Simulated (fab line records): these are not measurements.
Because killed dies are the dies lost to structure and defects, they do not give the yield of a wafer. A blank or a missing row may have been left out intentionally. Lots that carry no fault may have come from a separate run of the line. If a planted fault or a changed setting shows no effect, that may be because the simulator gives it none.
What tool caused it? | flow nand harc | Sampling: 7 lots, 21 wafers, 4 of 1302 route steps

## WHAT THE GAUGES SHOWED, per wafer
NHARC_P_M2_THK_MEAS_24: measures by xrf.
lot  | measured     | on            | thk nm (nm)
L256 | day 6 21:06  | film metro-02 | 146.1 146.6 145.2
L259 | day 8 06:56  | film metro-01 | 145.0 144.5 144.3
L262 | day 9 16:25  | film metro-02 | 144.6 145.8 146.8
L265 | day 10 23:08 | film metro-02 | 142.6 142.3 144.6
L268 | day 11 17:44 | film metro-01 | 398.7 400.3 398.9
L274 | day 14 12:32 | film metro-02 | 146.7 145.7 144.7
L277 | day 15 13:59 | film metro-02 | 143.8 143.7 143.4

## WHICH TOOL RAN EACH LOT (tool, then ch and the chambers of the sampled wafers, then the start)
lot  | NHARC_P_M2_ETCH_35                 | NHARC_P_M2_DEGAS_29          | NHARC_P_M2_CMP_23
L256 | rie diel-09 ch 1,2,3, day 6 18:45  | pvd sputter-01, day 6 19:42  | cmp-03 ch 1,2,3, day 6 20:50
L259 | rie diel-07 ch 0,1,2, day 8 04:38  | pvd sputter-01, day 8 05:33  | cmp-03 ch 0,2,3, day 8 06:41
L262 | rie diel-09 ch 2,3, day 9 14:05    | pvd sputter-03, day 9 15:02  | cmp-04 ch 0,1,3, day 9 16:06
L265 | rie diel-09 ch 0,3, day 10 20:49   | pvd sputter-02, day 10 21:46 | cmp-03 ch 1,2, day 10 22:50
L268 | rie diel-07 ch 0,2,3, day 11 15:24 | pvd sputter-02, day 11 16:20 | cmp-03 ch 2,3, day 11 17:25
L274 | rie diel-07 ch 0,1,2, day 14 10:13 | pvd sputter-02, day 14 11:09 | cmp-04 ch 1,3, day 14 12:14
L277 | rie diel-07 ch 0,1,3, day 15 11:38 | pvd sputter-01, day 15 12:34 | cmp-04 ch 1,2,3, day 15 13:40
- NHARC_P_M2_ETCH_35: etches the open film in N2/H2, target depth 40 nm, overetch 12 nm, time 43.94 s.
- NHARC_P_M2_DEGAS_29: time 60 s.
- NHARC_P_M2_CMP_23: polishes, t overpolish 20 s, target thk 144.3 nm.

## THE ANSWER, worked out from the rows above alone
Rule: the lots themselves supply what counts as usual. The widest of any qualifying gaps counts: lots, ordered by their means at a reading, are off when they make up no more than a third of the lots, leave a main group of 4 or more, and stand apart from it by 3 or more times the standard deviation of that group's means. Not used: any main group whose means are identical at the precision the tables above print for the reading. Also off: a lot with no number at a reading for which 4 or more lots have one. All remaining lots with rows at the step are treated as sound.
Off at NHARC_P_M2_THK_MEAS_24 (thk nm): L268. Mean 144.8 nm and standard deviation 1.1 in the main group.
A tool fits if, at a process step before that reading, it ran every lot that is off, and no sound lot after the first of them. The gauges at NHARC_P_M2_THK_MEAS_24 are tried like those tools. 2 tools fit, cmp-03 at NHARC_P_M2_CMP_23 and film metro-01 at NHARC_P_M2_THK_MEAS_24, so this cannot tell which one it is.

## WHAT WAS PUT IN BY THE SIMULATOR
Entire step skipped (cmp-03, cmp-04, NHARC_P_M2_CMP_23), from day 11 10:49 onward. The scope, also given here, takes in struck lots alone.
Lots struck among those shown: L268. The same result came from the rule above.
